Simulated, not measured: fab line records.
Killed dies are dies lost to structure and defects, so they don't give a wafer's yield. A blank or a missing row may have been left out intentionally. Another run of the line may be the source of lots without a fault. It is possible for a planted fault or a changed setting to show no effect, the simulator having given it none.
Matching of chambers + flow n5 finfet + N5_BEOL_M8_VIA_ETCH_34 on rie diel-01: 4 sister chambers
The step etches SiCOH lowk in C4F6/O2, target depth 125.5 nm, time 50.5 s. 4 wafers are shown with their chamber, then 10 later ones without.

## WAFERS PAIRED WITH THEIR CHAMBERS
| wafer  | chamber | drypump motor current A (A) |
|--------|---------|-----------------------------|
| L084.2 | 2       | 5.0                         |
| L092.6 | 1       | 5.2                         |
| L093.1 | 0       | 6.4                         |
| L093.2 | 3       | 5.3                         |

## WAFERS MISSING THEIR CHAMBER
| wafer  | drypump motor current A (A) |
|--------|-----------------------------|
| L093.4 | 5.0                         |
| L094.1 | 6.3                         |
| L094.2 | 5.3                         |
| L094.5 | 5.2                         |
| L095.2 | 5.2                         |
| L095.3 | 5.3                         |
| L095.4 | 6.4                         |
| L096.2 | 6.4                         |
| L096.3 | 5.3                         |
| L096.4 | 4.9                         |

## WHICH CHAMBER EACH WENT THROUGH
| wafer  | from the rows above | in truth |
|--------|---------------------|----------|
| L093.4 | 2                   | 2        |
| L094.1 | 0                   | 0        |
| L094.2 | 3                   | 3        |
| L094.5 | 1                   | 1        |
| L095.2 | 1                   | 1        |
| L095.3 | 3                   | 3        |
| L095.4 | 0                   | 0        |
| L096.2 | 0                   | 0        |
| L096.3 | 3                   | 3        |
| L096.4 | 2                   | 2        |
Placed correctly: 10 of 10. Not placeable from these rows: 0. Wrongly placed: 0.
How it was worked out, from the rows above alone: a wafer's distance from a chamber is the root of the sum, over the readings, of the square of ((its reading less the chamber's mean) divided by the reading's scatter). The wafer belongs to the nearest chamber; if the next one is less than 2 further off, it can't be placed. The mean given for a chamber averages the wafers shown for that chamber. The scatter: root of mean squared gap, hidden wafer to nearest shown wafer, with one shown wafer a chamber.
